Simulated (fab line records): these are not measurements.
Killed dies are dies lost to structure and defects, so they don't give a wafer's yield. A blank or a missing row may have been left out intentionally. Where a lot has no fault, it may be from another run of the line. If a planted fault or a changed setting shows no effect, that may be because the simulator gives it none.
fab line records | flow n5Finfet
record lots=6 | wafers=18 | lastDay=17
route steps=1938 shown BEOL_M7@1312 PASSIVATION@1936
lots untouched by any fault: they come from a run of this same line in which no faults occurred
startH: the number of hours between the record's first day and the start of the first shown wafer of the lot | waitH: time in hours since the lot's previous step | " repeats the value in the row above | L1.1+2: several wafers, shown together as one row | - no value present, or no start provided | * or withheld: withheld | < > ~ a bound
route shown NAME@n: NAME is a module with steps in the file, n the number in the route of the first one | usual: the fault-free wafers' mean and standard deviation | same: alike in all rows | chamber/n: place in a boat | sites: each site's reading | _std_site: standard deviation across them | _edge_site: inner sites' mean taken away from outer sites' mean | radiusMm: for every site, how far away it sits from the centre of the wafer | mask NAME#n: copy n | behind: the most recent tool/chamber to have shaped the wafer | hold: cause of the lot's hold/its duration in hours/its outcome | device: the n, p or np transistor that did not switch | end of line: tests of these same wafers at the route's end | a step without rows: its recipe alone | killed: dies lost to structure and defects at the first sort, not the wafer's yield | map: the dies of a wafer, with x for killed, . for not killed, _ for no die there
set.NAME: setting as actually run; set.NAME@STEP: the setting as run at that earlier step | model.NAME: the simulator's own value behind a step, which no gauge read
lots at some steps of the route; a table a step, a row a wafer
services: from which hour (startH, from the record's first day; less than 0 if before it) a tool's chamber was out of use, for how many hours, and why
## steps
# step N5_BEOL_M7_HM_STRIP_39
# recipe chemistry=peroxideTinStrip | material=TiN | targetDepthA=250 | tempC=50 | timeS=158
# step N5_BEOL_M7_SRD_40
# recipe timeS=30 | tempC=23 | rinseLiquid=diw | dry=ipaMarangoni
# step N5_BEOL_M7_PRECLEAN_42
# recipe chemistry=residueRemover | timeS=60 | tempC=40
# step N5_BEOL_M7_SRD_43
# recipe timeS=30 | tempC=23 | rinseLiquid=diw | dry=ipaMarangoni
# step N5_BEOL_M7_CD_MEAS_35
# recipe targetCdNm=40 | polarity=opening
# usual cdNm=40.0/0.63
lot.wafer | tool     | chamber | startH | waitH | cdNm
L384.2    | cdSem-02 | -       | 185.67 | 0.0   | 38.9
L384.4    | "        | -       | "      | "     | 39.7
L384.5    | "        | -       | "      | "     | 39.7
L386.2    | cdSem-01 | -       | 191.27 | 0.0   | 39.3
L386.3    | "        | -       | "      | "     | 39.5
L386.5    | "        | -       | "      | "     | 39.3
L390.2    | cdSem-03 | -       | 229.57 | 0.0   | 41.0
L390.3    | "        | -       | "      | "     | 40.2
L390.6    | "        | -       | "      | "     | 41.3
L392.3    | cdSem-03 | -       | 231.81 | 0.0   | 40.7
L392.4    | "        | -       | "      | "     | 40.4
L392.6    | "        | -       | "      | "     | 39.9
L394.4    | cdSem-03 | -       | 243.90 | 0.0   | 40.3
L394.5    | "        | -       | "      | "     | 40.1
L394.6    | "        | -       | "      | "     | 40.1
L407.3    | cdSem-03 | -       | 334.27 | 0.0   | 40.0
L407.4    | "        | -       | "      | "     | 39.8
L407.6    | "        | -       | "      | "     | 40.8
# step N5_BEOL_M7_CURE_75
# recipe tempC=370 | timeS=120 | ambient=DMADMS/He | material=SiCOH_lowk
# usual lampPowerPct=52.31/0.064 | wafer_temp_C_max=372.0/0.72
lot.wafer | tool      | chamber | startH | waitH | lampPowerPct | wafer_temp_C_max
L384.2    | uvCure-03 | 1       | 185.76 | 0.1   | 52.32        | 372.0
L384.4    | "         | 1       | "      | "     | 52.23        | 371.9
L384.5    | "         | 1       | "      | "     | 52.30        | 373.4
L386.2    | uvCure-01 | 1       | 191.36 | 0.1   | 52.36        | 373.8
L386.3    | "         | 1       | "      | "     | 52.23        | 372.7
L386.5    | "         | 1       | "      | "     | 52.35        | 372.3
L390.2    | uvCure-01 | 1       | 229.66 | 0.1   | 52.24        | 373.4
L390.3    | "         | 1       | "      | "     | 52.32        | 373.0
L390.6    | "         | 1       | "      | "     | 52.21        | 372.7
L392.3    | uvCure-02 | 2       | 231.94 | 0.1   | 52.31        | 372.1
L392.4    | "         | 2       | "      | "     | 52.31        | 372.0
L392.6    | "         | 2       | "      | "     | 52.34        | 371.8
L394.4    | uvCure-03 | 1       | 244.16 | 0.3   | 52.29        | 373.0
L394.5    | "         | 1       | "      | "     | 52.37        | 372.2
L394.6    | "         | 1       | "      | "     | 52.29        | 372.2
L407.3    | uvCure-02 | 0       | 334.41 | 0.1   | 52.21        | 372.6
L407.4    | "         | 0       | "      | "     | 52.39        | 371.7
L407.6    | "         | 0       | "      | "     | 52.31        | 371.2
# step N5_BEOL_M7_DEGAS_44
# recipe ambient=vacuum | tempC=250 | timeS=60
# step N5_BEOL_M7_PRE_CLEAN_45
# recipe gas=H2/He | timeS=30 | tempC=250
# usual heaterPowerW=355/50
lot.wafer | tool          | chamber | startH | waitH | heaterPowerW
L384.2    | pvdSputter-01 | -       | 186.07 | 0.0   | 413
L384.4    | "             | -       | "      | "     | 332
L384.5    | "             | -       | "      | "     | 426
L386.2    | pvdSputter-02 | -       | 192.02 | 0.0   | 312
L386.3    | "             | -       | "      | "     | 369
L386.5    | "             | -       | "      | "     | 361
L390.2    | pvdSputter-02 | -       | 231.11 | 0.0   | 301
L390.3    | "             | -       | "      | "     | 462
L390.6    | "             | -       | "      | "     | 351
L392.3    | pvdSputter-01 | -       | 232.24 | 0.0   | 407
L392.4    | "             | -       | "      | "     | 362
L392.6    | "             | -       | "      | "     | 332
L394.4    | pvdSputter-03 | -       | 246.34 | 0.0   | 377
L394.5    | "             | -       | "      | "     | 313
L394.6    | "             | -       | "      | "     | 388
L407.3    | pvdSputter-01 | -       | 334.71 | 0.0   | 361
L407.4    | "             | -       | "      | "     | 409
L407.6    | "             | -       | "      | "     | 355
# step N5_BEOL_M7_ALD_77
# recipe material=TaN | targetThkA=20 | tempC=275 | aldPrecursorFamily=PDMAT | aldCoReactant=NH3 | pressureTorr=3 | carrierFlowSccm=1500 | pulseTimeS=2 | purgeTimeS=3 | coReactantPurgeTimeS=2 | coReactantPulseTimeS=3 | aldCycles=40 | precursorVesselTempC=75 | precursorVesselPressureTorr=26.25 | precursorVesselCarrierSccm=1000
# usual chamberPressureTorr=3.000/0.0072 | heaterPowerOuterW=223/24 | heaterPowerW=408/31
# same aldCycles=40
lot.wafer | tool        | chamber | startH | waitH | chamberPressureTorr | heaterPowerOuterW | heaterPowerW
L384.2    | aldMetal-02 | 3       | 186.13 | 0.0   | 2.997               | 178               | 355
L384.4    | "           | 2       | "      | "     | 2.999               | 216               | 406
L384.5    | "           | 3       | "      | "     | 3.001               | 176               | 359
L386.2    | aldMetal-03 | 0       | 192.12 | 0.1   | 2.989               | 255               | 439
L386.3    | "           | 3       | "      | "     | 2.992               | 229               | 414
L386.5    | "           | 2       | "      | "     | 3.001               | 268               | 468
L390.2    | aldMetal-03 | 0       | 231.17 | 0.0   | 3.005               | 257               | 459
L390.3    | "           | 2       | "      | "     | 3.005               | 273               | 470
L390.6    | "           | 1       | "      | "     | 2.997               | 242               | 432
L392.3    | aldMetal-03 | 1       | 232.32 | 0.1   | 3.007               | 245               | 436
L392.4    | "           | 1       | "      | "     | 3.004               | 242               | 440
L392.6    | "           | 2       | "      | "     | 2.997               | 260               | 473
L394.4    | aldMetal-04 | 3       | 246.44 | 0.1   | 2.998               | 208               | 387
L394.5    | "           | 0       | "      | "     | 3.003               | 217               | 395
L394.6    | "           | 3       | "      | "     | 2.999               | 211               | 379
L407.3    | aldMetal-04 | 3       | 334.77 | 0.0   | 2.994               | 203               | 392
L407.4    | "           | 1       | "      | "     | 3.000               | 228               | 426
L407.6    | "           | 1       | "      | "     | 2.989               | 218               | 411
# step N5_BEOL_M7_SURFACE_TREAT_79
# recipe gas=Ar | timeS=* | ionEnergyEv=* | ionCurrentMaCm2=0.5 | pressureMtorr=* | arFlowSccm=30
# usual throttleValvePct=*
lot.wafer | tool          | chamber | startH | waitH | throttleValvePct
L384.2    | pvdSputter-03 | -       | 186.52 | 0.3   | *
L384.4    | "             | -       | "      | "     | *
L384.5    | "             | -       | "      | "     | *
L386.2    | pvdSputter-02 | -       | 192.50 | 0.3   | *
L386.3    | "             | -       | "      | "     | *
L386.5    | "             | -       | "      | "     | *
L390.2    | pvdSputter-02 | -       | 231.61 | 0.3   | *
L390.3    | "             | -       | "      | "     | *
L390.6    | "             | -       | "      | "     | *
L392.3    | pvdSputter-01 | -       | 232.72 | 0.3   | *
L392.4    | "             | -       | "      | "     | *
L392.6    | "             | -       | "      | "     | *
L394.4    | pvdSputter-01 | -       | 246.73 | 0.2   | *
L394.5    | "             | -       | "      | "     | *
L394.6    | "             | -       | "      | "     | *
L407.3    | pvdSputter-03 | -       | 335.06 | 0.2   | *
L407.4    | "             | -       | "      | "     | *
L407.6    | "             | -       | "      | "     | *
# step N5_BEOL_M7_CVD_78
# recipe material=Co | targetThkA=20 | tempC=withheld | precursor=CCTBA/H2 | pressureTorr=30 | timeS=142.3
# step N5_BEOL_M7_SPUTTER_48
# recipe material=Cu | targetThkA=100 | tempC=-20 | biasV=60 | powerW=26000 | chamberPressurePa=0.13 | timeS=1.667
# usual substrateTempC=-19.97/0.1 | throttleValvePct=30.2/1.1
lot.wafer | tool          | chamber | startH | waitH | substrateTempC | throttleValvePct
L384.2    | pvdSputter-02 | -       | 186.72 | 0.1   | -19.91         | 30.0
L384.4    | "             | -       | "      | "     | -20.01         | 31.5
L384.5    | "             | -       | "      | "     | -19.90         | 30.1
L386.2    | pvdSputter-01 | -       | 192.84 | 0.1   | -19.84         | 31.0
L386.3    | "             | -       | "      | "     | -20.15         | 29.6
L386.5    | "             | -       | "      | "     | -19.97         | 31.5
L390.2    | pvdSputter-02 | -       | 231.81 | 0.1   | -19.99         | 29.7
L390.3    | "             | -       | "      | "     | -20.05         | 31.5
L390.6    | "             | -       | "      | "     | -20.05         | 29.1
L392.3    | pvdSputter-02 | -       | 232.90 | 0.1   | -19.92         | 30.1
L392.4    | "             | -       | "      | "     | -20.07         | 30.3
L392.6    | "             | -       | "      | "     | -19.81         | 31.6
L394.4    | pvdSputter-03 | -       | 246.96 | 0.0   | -20.10         | 29.1
L394.5    | "             | -       | "      | "     | -19.99         | 29.1
L394.6    | "             | -       | "      | "     | -19.92         | 32.0
L407.3    | pvdSputter-02 | -       | 336.02 | 0.6   | -20.12         | 30.2
L407.4    | "             | -       | "      | "     | -20.08         | 30.1
L407.6    | "             | -       | "      | "     | -19.96         | 28.9
# step N5_BEOL_M7_ECD_50
# recipe material=Cu | targetThkA=3000
lot.wafer | tool     | chamber | startH | waitH | model.Cu_of_BEOL_M7_ECD_50.thkNm
L384.2    | ecdCu-01 | 1       | 186.84 | 0.1   | 298.2
L384.4    | "        | 0       | "      | "     | 295.6
L384.5    | "        | 1       | "      | "     | 294
L386.2    | ecdCu-02 | 1       | 192.95 | 0.1   | 299.2
L386.3    | "        | 1       | "      | "     | 302.2
L386.5    | "        | 0       | "      | "     | 303
L390.2    | ecdCu-02 | 0       | 231.92 | 0.1   | 298
L390.3    | "        | 1       | "      | "     | 305.8
L390.6    | "        | 0       | "      | "     | 301
L392.3    | ecdCu-01 | 0       | 233.04 | 0.1   | 229
L392.4    | "        | 1       | "      | "     | 222.4
L392.6    | "        | 0       | "      | "     | 221.8
L394.4    | ecdCu-01 | 0       | 247.10 | 0.1   | 224.6
L394.5    | "        | 0       | "      | "     | 219.8
L394.6    | "        | 1       | "      | "     | 227.2
L407.3+4  | ecdCu-02 | 0,1     | 336.16 | 0.1   | 302.8
L407.6    | "        | 0       | "      | "     | 306
# step N5_BEOL_M7_ANNEAL_51
# recipe tempC=225 | timeS=90 | ambient=N2
# step N5_BEOL_M7_CMP_52
# recipe stopOn=SiCOH_lowk | tOverpolishS=6.9 | downForcePsi=1 | platenRpm=50 | clearingPlatenDownForcePsi=1.5 | clearingPlatenRpm=50 | postCmpClean=cuAlkaline | targetThkNm=80 | clearingPlatenPadVelocityMS=0.99484 | padVelocityMS=0.99484
# usual clearingPlatenDownForcePsi=1.5000/0.0029 | motorCurrentA=6.1/0.63 | slurryFlowMlMin=149.9/0.45 | timeToEndpointS=63/3.2
lot.wafer | tool   | chamber | startH | waitH | clearingPlatenDownForcePsi | motorCurrentA | slurryFlowMlMin | timeToEndpointS
L384.4    | cmp-01 | 0       | 187.23 | 0.1   | 1.5002                     | 6.4           | 149.6           | 58
L384.2    | "      | 2       | "      | "     | 1.5010                     | 5.7           | 149.9           | 58
L384.5    | "      | 0       | "      | "     | 1.4990                     | 5.8           | 149.4           | 59
L386.2    | cmp-01 | 3       | 193.44 | 0.2   | 1.5028                     | 7.2           | 150.7           | 63
L386.3    | "      | 2       | "      | "     | 1.4980                     | 5.7           | 148.9           | 59
L386.5    | "      | 0       | "      | "     | 1.5020                     | 6.0           | 150.0           | 64
L390.2    | cmp-02 | 2       | 232.31 | 0.2   | 1.5016                     | 5.5           | 149.8           | 63
L390.3    | "      | 3       | "      | "     | 1.4988                     | 5.6           | 150.3           | 60
L390.6    | "      | 2       | "      | "     | 1.5032                     | 6.0           | 149.6           | 63
L392.3    | cmp-02 | 1       | 233.57 | 0.2   | 1.4979                     | 6.5           | 149.6           | 53
L392.4    | "      | 2       | "      | "     | 1.5047                     | 5.6           | 149.8           | 47
L392.6    | "      | 2       | "      | "     | 1.4979                     | 5.7           | 149.8           | 48
L394.4    | cmp-04 | 3       | 247.54 | 0.2   | 1.5023                     | 7.2           | 150.0           | 50
L394.6    | "      | 1       | "      | "     | 1.4985                     | 6.0           | 149.3           | 50
L394.5    | "      | 2       | "      | "     | 1.5035                     | 5.1           | 149.9           | 48
L407.3    | cmp-01 | 1       | 336.63 | 0.2   | 1.4955                     | 5.7           | 149.9           | 66
L407.4    | "      | 3       | "      | "     | 1.4981                     | 7.4           | 150.6           | 64
L407.6    | "      | 2       | "      | "     | 1.4992                     | 5.7           | 149.8           | 61
# step N5_BEOL_M7_THK_MEAS_53
# recipe thkMeasGauge=xrf | reads=Cu_of_BEOL_M7_ECD_50
# usual M7_THK=80.2/2.4
lot.wafer | tool         | chamber | startH | waitH | M7_THK[nm]
L384.2    | filmMetro-01 | -       | 187.53 | -     | 80.3
L384.4    | "            | -       | "      | "     | 76.8
L384.5    | "            | -       | "      | "     | 78.2
L386.2    | filmMetro-01 | -       | 193.73 | -     | 81.1
L386.3    | "            | -       | "      | "     | 80.6
L386.5    | "            | -       | "      | "     | 78.4
L390.2    | filmMetro-01 | -       | 232.61 | -     | 75.4
L390.3    | "            | -       | "      | "     | 79.6
L390.6    | "            | -       | "      | "     | 81.1
L392.3    | filmMetro-01 | -       | 233.87 | -     | 80.6
L392.4    | "            | -       | "      | "     | 81.6
L392.6    | "            | -       | "      | "     | 83.9
L394.4    | filmMetro-01 | -       | 247.76 | -     | 78.4
L394.5    | "            | -       | "      | "     | 83.6
L394.6    | "            | -       | "      | "     | 81.1
L407.3    | filmMetro-01 | -       | 336.93 | -     | 82.7
L407.4    | "            | -       | "      | "     | 79.4
L407.6    | "            | -       | "      | "     | 80.1
# step N5_PASSIVATION_PROBE_49
# usual defectLimitedYield=91.3/1.5 | killed_at_M0_to_M3=34/11 | killed_at_M4_up=14/6.1 | killedAtContacts=12/5.9 | killedAtFrontEnd=39/11 | killedAtOther=4/3.3 | killedDies=102/18 | killedOpen=67/13 | killedShort=33/7.9 | sort_bin_5_function=5.1/1 | sort_bin_6_memory=3.3/0.7 | sortNPass=1077/19 | sortYieldPct=91.3/1.6
# same grossDies=1180 | killedAtBackSide=0 | sort_bin_4_leakage[%]=0 | sort_bin_8_speed[%]=0
lot.wafer | tool      | chamber | startH | waitH | defectLimitedYield[%] | killed_at_M0_to_M3 | killed_at_M4_up | killedAtContacts | killedAtFrontEnd | killedAtOther | killedDies | killedOpen | killedShort | sort_bin_5_function[%] | sort_bin_6_memory[%] | sortNPass | sortYieldPct[%]
L384.2    | prober-01 | -       | 253.59 | 0.1   | 89.4                  | 30                 | 13              | 14               | 62               | 6             | 125        | 88         | 37          | 6.5                    | 3.5                  | 1055      | 89.4
L384.4    | prober-01 | -       | 253.69 | 0.2   | 91.7                  | 32                 | 7               | 13               | 42               | 4             | 98         | 62         | 33          | 4.8                    | 3.1                  | 1082      | 91.7
L384.5    | prober-01 | -       | 253.74 | 0.2   | 92.9                  | 37                 | 11              | 6                | 28               | 2             | 84         | 61         | 22          | 4.7                    | 2.2                  | 1096      | 92.9
L386.2    | prober-01 | -       | 261.07 | 0.1   | 90.7                  | 23                 | 15              | 20               | 51               | 1             | 110        | 71         | 34          | 5.3                    | 3.5                  | 1070      | 90.7
L386.3    | prober-01 | -       | 261.12 | 0.1   | 88.2                  | 42                 | 15              | 18               | 61               | 3             | 139        | 95         | 43          | 7.5                    | 3.6                  | 1041      | 88.2
L386.5    | prober-01 | -       | 261.22 | 0.2   | 91.9                  | 20                 | 5               | 12               | 51               | 8             | 96         | 71         | 25          | 4.2                    | 3.8                  | 1084      | 91.9
L390.2    | prober-02 | -       | 299.35 | 0.1   | 91.8                  | 35                 | 10              | 11               | 34               | 7             | 97         | 66         | 31          | 5.2                    | 2.7                  | 1083      | 91.8
L390.3    | prober-02 | -       | 299.40 | 0.1   | 89.7                  | 47                 | 15              | 7                | 53               | 0             | 122        | 68         | 52          | 5.2                    | 4.7                  | 1058      | 89.7
L390.6    | prober-02 | -       | 299.55 | 0.3   | 89.3                  | 54                 | 9               | 17               | 43               | 3             | 126        | 82         | 43          | 6.2                    | 4.2                  | 1054      | 89.3
L392.3    | prober-01 | -       | 306.65 | 0.1   | 92.1                  | 18                 | 6               | 17               | 43               | 9             | 93         | 56         | 35          | 4.3                    | 3.3                  | 1087      | 92.1
L392.4    | prober-01 | -       | 306.70 | 0.2   | 90.5                  | 31                 | 14              | 17               | 46               | 4             | 112        | 68         | 44          | 5.8                    | 3.3                  | 1068      | 90.5
L392.6    | prober-01 | -       | 306.80 | 0.3   | 93.0                  | 18                 | 6               | 7                | 45               | 7             | 83         | 62         | 21          | 4.1                    | 2.7                  | 1097      | 93.0
L394.4    | prober-02 | -       | 320.20 | 0.2   | 91.5                  | 29                 | 11              | 13               | 40               | 7             | 100        | 56         | 39          | 5.1                    | 3.1                  | 1080      | 91.5
L394.5    | prober-02 | -       | 320.25 | 0.2   | 90.9                  | 31                 | 20              | 14               | 38               | 4             | 107        | 71         | 35          | 5.4                    | 3.1                  | 1073      | 90.9
L394.6    | prober-02 | -       | 320.30 | 0.3   | 91.6                  | 26                 | 12              | 11               | 46               | 4             | 99         | 60         | 31          | 5.2                    | 3.0                  | 1081      | 91.6
L407.3    | prober-01 | -       | 404.29 | 0.1   | 93.5                  | 37                 | 2               | 14               | 24               | 0             | 77         | 52         | 23          | 4.0                    | 2.3                  | 1103      | 93.5
L407.4    | prober-01 | -       | 404.34 | 0.2   | 91.4                  | 39                 | 17              | 10               | 34               | 2             | 102        | 72         | 26          | 4.6                    | 3.9                  | 1078      | 91.4
L407.6    | prober-01 | -       | 404.44 | 0.3   | 91.9                  | 28                 | 16              | 9                | 42               | 1             | 96         | 68         | 26          | 5.1                    | 3.0                  | 1084      | 91.9
# killed by level:class
L384.2 STI_FIN_REVEAL:geometricParticle:open=23 MOL_CONTACT_COAG:geometricParticle:open=11 FIN_SAQP:geometricParticle:open=8 FIN_SAQP:geometricParticle:short=7 BEOL_M0_SAQP:geometricParticle:open=7 BEOL_M1:geometricParticle:open=7 BEOL_M4:geometricParticle:open=6 STI_FIN_REVEAL:geometricParticle:short=5
L384.4 STI_FIN_REVEAL:geometricParticle:open=11 FIN_SAQP:geometricParticle:open=8 BEOL_M1:geometricParticle:open=8 MOL_CONTACT_COAG:geometricParticle:open=7 FIN_SAQP:geometricParticle:short=6 MOL_CONTACT_COAG:geometricParticle:short=6 BEOL_M2:geometricParticle:open=6 STARTING-WAFER:geometricParticle:short=6
L384.5 STI_FIN_REVEAL:geometricParticle:open=12 BEOL_M2:geometricParticle:open=11 BEOL_M1:geometricParticle:open=10 BEOL_M4:geometricParticle:open=7 MOL_CONTACT_COAG:geometricParticle:open=6 BEOL_M0:geometricParticle:short=4 FIN_SAQP:geometricParticle:short=3 STI_FIN_REVEAL:geometricParticle:short=3
L386.2 FIN_SAQP:geometricParticle:open=20 MOL_CONTACT_COAG:geometricParticle:open=16 FIN_SAQP:geometricParticle:short=10 BEOL_M3:geometricParticle:open=8 DUMMY_GATE:geometricParticle:open=7 BEOL_M4:geometricParticle:open=6 MOL_CONTACT_COAG:geometricParticle:short=4 HKMG_FIN:areaEtch=4
L386.3 FIN_SAQP:geometricParticle:open=23 MOL_CONTACT_COAG:geometricParticle:open=13 FIN_SAQP:geometricParticle:short=10 BEOL_M1:geometricParticle:open=8 GATE_CUT:geometricParticle:short=8 BEOL_M0:geometricParticle:open=8 BEOL_M3:geometricParticle:open=8 BEOL_M4:geometricParticle:open=7
L386.5 FIN_SAQP:geometricParticle:open=30 MOL_CONTACT_COAG:geometricParticle:open=11 FIN_SAQP:geometricParticle:short=9 STI_FIN_REVEAL:geometricParticle:open=6 BEOL_M0_SAQP:geometricParticle:open=5 BEOL_M2:geometricParticle:open=5 BEOL_M0:geometricParticle:open=3 MIM_BOT:geometricParticle:open=3
L390.2 BEOL_M2:geometricParticle:open=16 BEOL_M3:geometricParticle:open=10 GATE_CUT:geometricParticle:short=9 MOL_CONTACT_COAG:geometricParticle:open=7 GATE_CUT:geometricParticle:open=6 FIN_SAQP:geometricParticle:open=4 MOL_CONTACT_COAG:geometricParticle:short=4 DUMMY_GATE:geometricParticle:open=3
L390.3 FIN_SAQP:geometricParticle:short=16 BEOL_M3:geometricParticle:open=12 GATE_CUT:geometricParticle:open=8 FIN_SAQP:geometricParticle:open=7 GATE_CUT:geometricParticle:short=7 BEOL_M0_SAQP:geometricParticle:short=6 BEOL_M2:geometricParticle:open=6 STARTING-WAFER:geometricParticle:short=6
L390.6 BEOL_M2:geometricParticle:open=20 MOL_CONTACT_COAG:geometricParticle:open=13 FIN_SAQP:geometricParticle:short=10 FIN_SAQP:geometricParticle:open=8 BEOL_M0:geometricParticle:open=8 BEOL_M3:geometricParticle:open=8 GATE_CUT:geometricParticle:short=6 BEOL_M2:geometricParticle:short=5
L392.3 MOL_CONTACT_COAG:geometricParticle:open=13 STI_FIN_REVEAL:geometricParticle:open=10 GATE_CUT:geometricParticle:short=9 FIN_SAQP:geometricParticle:open=7 BEOL_M3:geometricParticle:open=6 STI_FIN_REVEAL:geometricParticle:short=5 BEOL_M0_SAQP:geometricParticle:open=4 DUMMY_GATE:geometricParticle:open=4
L392.4 MOL_CONTACT_COAG:geometricParticle:open=14 GATE_CUT:geometricParticle:short=12 BEOL_M3:geometricParticle:open=10 BEOL_M0_SAQP:geometricParticle:short=8 DUMMY_GATE:geometricParticle:open=7 BEOL_M0_SAQP:geometricParticle:open=7 FIN_SAQP:geometricParticle:open=6 BEOL_M4:geometricParticle:open=5
L392.6 FIN_SAQP:geometricParticle:open=14 STI_FIN_REVEAL:geometricParticle:open=12 MOL_CONTACT_COAG:geometricParticle:open=7 BEOL_M0_SAQP:geometricParticle:short=6 DUMMY_GATE:geometricParticle:open=4 GATE_CUT:geometricParticle:short=4 BEOL_M0_SAQP:geometricParticle:open=4 BEOL_M2:geometricParticle:open=4
L394.4 MOL_CONTACT_COAG:geometricParticle:open=10 STI_FIN_REVEAL:geometricParticle:open=10 BEOL_M0_SAQP:geometricParticle:open=8 DUMMY_GATE:geometricParticle:short=7 BEOL_M0_SAQP:geometricParticle:short=6 DUMMY_GATE:geometricParticle:open=5 BEOL_M1:geometricParticle:open=5 BEOL_M1:geometricParticle:short=4
L394.5 MOL_CONTACT_COAG:geometricParticle:open=11 BEOL_M4:geometricParticle:open=11 DUMMY_GATE:geometricParticle:open=10 BEOL_M0_SAQP:geometricParticle:short=10 GATE_CUT:geometricParticle:short=6 GATE_CUT:geometricParticle:open=5 BEOL_M0_SAQP:geometricParticle:open=5 BEOL_M0:geometricParticle:open=5
L394.6 STI_FIN_REVEAL:geometricParticle:open=9 FIN_SAQP:geometricParticle:short=8 MOL_CONTACT_COAG:geometricParticle:open=8 GATE_CUT:geometricParticle:short=6 BEOL_M0_SAQP:geometricParticle:open=6 BEOL_M0_SAQP:geometricParticle:short=6 BEOL_M1:geometricParticle:open=6 BEOL_M4:geometricParticle:open=5
L407.3 BEOL_M3:geometricParticle:open=17 MOL_CONTACT_COAG:geometricParticle:open=10 STI_FIN_REVEAL:geometricParticle:open=9 FIN_SAQP:geometricParticle:short=4 BEOL_M0_SAQP:geometricParticle:short=4 BEOL_M0_SAQP:geometricParticle:open=4 FIN_SAQP:geometricParticle:open=3 MOL_CONTACT_COAG:geometricParticle:short=3
L407.4 BEOL_M3:geometricParticle:open=14 STI_FIN_REVEAL:geometricParticle:open=11 MOL_CONTACT_COAG:geometricParticle:open=8 BEOL_M1:geometricParticle:open=7 DUMMY_GATE:geometricParticle:open=5 FIN_SAQP:geometricParticle:short=4 BEOL_M4:geometricParticle:open=4 BEOL_M0_SAQP:geometricParticle:short=4
L407.6 STI_FIN_REVEAL:geometricParticle:open=13 FIN_SAQP:geometricParticle:open=9 BEOL_M0_SAQP:geometricParticle:open=6 DUMMY_GATE:geometricParticle:open=5 MOL_CONTACT_COAG:geometricParticle:open=5 BEOL_M1:geometricParticle:open=5 BEOL_M0_SAQP:geometricParticle:short=4 BEOL_M2:geometricParticle:open=4
## services
tool          | chamber | startH | hours | kind
ecdCu-02      | -       | 166.97 | 1.8   | repair
cmp-01        | -       | 189.59 | 0.3   | repair
cmp-01        | -       | 193.67 | 4.0   | pm
cmp-04        | -       | 206.70 | 4.0   | pm
cmp-02        | -       | 208.01 | 1.8   | repair
uvCure-03     | -       | 209.53 | 7.5   | pm
aldMetal-04   | 1       | 211.16 | 6.9   | repair
uvCure-02     | -       | 211.26 | 0.3   | repair
cmp-04        | -       | 217.95 | 6.5   | repair
cmp-01        | -       | 218.47 | 1.5   | repair
aldMetal-03   | 3       | 219.06 | 25.0  | repair
uvCure-03     | -       | 233.15 | 0.6   | repair
uvCure-01     | -       | 236.00 | 1.0   | pm
cmp-01        | -       | 241.90 | 1.7   | repair
uvCure-01     | -       | 249.12 | 2.1   | pm
cmp-01        | -       | 256.66 | 12.8  | pm
uvCure-03     | -       | 267.64 | 2.1   | pm
aldMetal-03   | 3       | 274.16 | 3.4   | repair
pvdSputter-01 | -       | 290.79 | 0.8   | repair
pvdSputter-01 | -       | 294.87 | 7.9   | repair
ecdCu-01      | -       | 308.70 | 1.0   | repair
pvdSputter-02 | -       | 330.33 | 4.9   | repair
uvCure-02     | -       | 332.71 | 1.0   | pm
cmp-02        | -       | 335.58 | 3.4   | repair
## key
firstSign step=N5_BEOL_M7_CMP_52 | reading=timeToEndpointS | direction=down | sigmas=4.2 | usual=* | struck=*
effect none on later readings
modelEffect step=N5_BEOL_M7_ECD_50 | value=Cu_of_BEOL_M7_ECD_50.thkNm | without=298 | struck=224.1
metAt N5_BEOL_M7_ECD_50
struckWafers L392.3,L392.4,L392.6,L394.4,L394.5,L394.6
onsetBetween 186.84 233.04
alsoFits N5_BEOL_M7_SURFACE_TREAT_79:pvdSputter-01
fault kind=processParameterDrift | tool=ecdCu-01 | chamber=- | onsetH=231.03 | steps=N5_BEOL_M7_ECD_50 | channel=targetThkA | offset=* | shape=step | endH=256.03 | actsIn=* | stated=*
